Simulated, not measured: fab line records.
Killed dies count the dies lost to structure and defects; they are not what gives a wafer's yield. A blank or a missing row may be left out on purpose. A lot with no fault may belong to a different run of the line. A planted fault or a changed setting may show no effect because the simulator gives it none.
Lot-split experiment	flow n5Finfet	on a route of 1938 steps: 7 lots, 21 wafers read

## SPLIT DETAILS
At N5_BEOL_M8_TRENCH_ETCH_37 (etches SiCOH lowk in C4F6/O2, target depth 93.478 nm, time 31.2 s), the setting sourceW was moved away from the recipe's 345 W on 7 of the 21 wafers read, by -13.7% to +16.0%. This setting was run at the recipe's value on the other wafers.

## FROM THE SPLIT TO THE READING: what the file shows between them, 11 steps
- N5_BEOL_M8_ETCH_41: etches SiCN in CH3F/O2, target depth 31.9 nm, time 57.8 s
- N5_BEOL_M8_STRIP_80: strips in N2/H2, time 10 s
- N5_BEOL_M8_OCD_MEAS_38
- N5_BEOL_M8_HM_STRIP_39: strips TiN in peroxide tin strip, target depth 25 nm, time 158 s
- N5_BEOL_M8_SRD_40: time 30 s
- N5_BEOL_M8_ECD_50: material Cu, target thk 300 nm
- N5_BEOL_M8_ANNEAL_51: time 90 s
- N5_BEOL_M8_CMP_52: polishes, stops on SiCOH lowk, t overpolish 6.9 s, target thk 80 nm
- N5_BEOL_M8_THK_MEAS_53: measures by xrf
- N5_BEOL_M8_PRE_CLEAN_55: time 15 s
- N5_BEOL_M8_DEP_56: deposits SiCN from 3MS/NH3, target thk 10 nm, time 17.5 s

## THE READING
M8_RS in ohm/sq, measured at N5_BEOL_M8_RS_MEAS_57 by four-point-probe. A value of 0.287 ohm/sq with a standard deviation of 0.009 ohm/sq is what fault-free wafers of this fab line usually give.

wafer	tool, chamber at the split	sourceW as run, W	against the recipe	M8_RS, ohm/sq	against lot-mates on the recipe
L074.4	rieDiel-02, 0	305.1	-11.6%	0.296	+0.019
L074.5	rieDiel-02, 3	345	recipe	0.273	-
L074.6	rieDiel-02, 0	345	recipe	0.282	-
L075.2	rieDiel-01, 2	297.7	-13.7%	0.302	+0.019
L075.3	rieDiel-01, 0	345	recipe	0.290	-
L075.4	rieDiel-01, 3	345	recipe	0.277	-
L084.3	rieDiel-05, 1	345	recipe	0.290	-
L084.5	rieDiel-05, 2	345	recipe	0.290	-
L084.6	rieDiel-05, 3	345	recipe	0.286	-
L088.1	rieDiel-02, 1	345	recipe	0.298	-
L088.3	rieDiel-02, 3	400.2	+16.0%	0.261	-0.037
L088.5	rieDiel-02, 0	400.2	+16.0%	0.271	-0.027
L091.1	rieDiel-05, 2	345	recipe	0.294	-
L091.2	rieDiel-05, 1	345	recipe	0.295	-
L091.5	rieDiel-05, 3	345	recipe	0.292	-
L093.1	rieDiel-05, 1	297.8	-13.7%	0.314	+0.039
L093.2	rieDiel-05, 3	345	recipe	0.281	-
L093.5	rieDiel-05, 3	345	recipe	0.269	-
L097.4	rieDiel-02, 3	345	recipe	0.287	-
L097.5	rieDiel-02, 1	298.1	-13.6%	0.335	+0.048
L097.6	rieDiel-02, 2	298.1	-13.6%	0.323	+0.036

FIT RESULTS
A straight line over all 21 wafers: M8_RS changes by -0.00177 ohm/sq for each +1% of sourceW; r = -0.82; the points scatter about the line by 0.01 ohm/sq.
The same after taking each lot's own level away (the mean of its wafers on the recipe; 21 wafers): -0.00226 ohm/sq for each +1%; r = -0.94; scatter 0.0068 ohm/sq.
According to that fit, moving sourceW by its largest amount changes the reading by 0.036 ohm/sq.
The lots' own levels span 0.2750 to 0.2980 ohm/sq, that is 2.6 times the standard deviation above.
Hence the slope depends on the lot-to-lot level, as the two fits are not the same.
Check: with one of the wafers moved furthest among these (+16.0%) left out of the fit, the line predicts -0.0345 ohm/sq for it against its lot-mates. Against them it came out at -0.037 ohm/sq.

## THE WHOLE CHAIN: every reading that the file lists as answering this split, in the file's order
step	what it does	reading	change (the file's fit)	r (the file's)
N5_BEOL_M8_TRENCH_ETCH_37	etches SiCOH lowk in C4F6/O2, target depth 93.478 nm, time 31.2 s	BEOL_M8.featureDepthNm (the simulator's own value, which no gauge read)	+0.478 nm for each +1% of the setting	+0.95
N5_BEOL_M8_TRENCH_ETCH_37	etches SiCOH lowk in C4F6/O2, target depth 93.478 nm, time 31.2 s	etch.depthNm (the simulator's own value, which no gauge read)	+0.476 nm for each +1% of the setting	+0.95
N5_BEOL_M8_OCD_MEAS_38		trenchDepthNm	+0.484 nm for each +1% of the setting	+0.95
N5_BEOL_M8_CMP_52	polishes, stops on SiCOH lowk, t overpolish 6.9 s, target thk 80 nm	Cu_of_BEOL_M8_ECD_50.thkNm (the simulator's own value, which no gauge read)	+0.497 nm for each +1% of the setting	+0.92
N5_BEOL_M8_THK_MEAS_53	measures by xrf	M8_THK	+0.496 for each +1% of the setting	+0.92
N5_BEOL_M8_RS_MEAS_57	measures by four-point-probe	M8_RS	-0.00219 for each +1% of the setting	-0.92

## FILE'S OWN FIT
M8_RS changes by -0.00219 ohm/sq for each +1% of sourceW, r = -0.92.
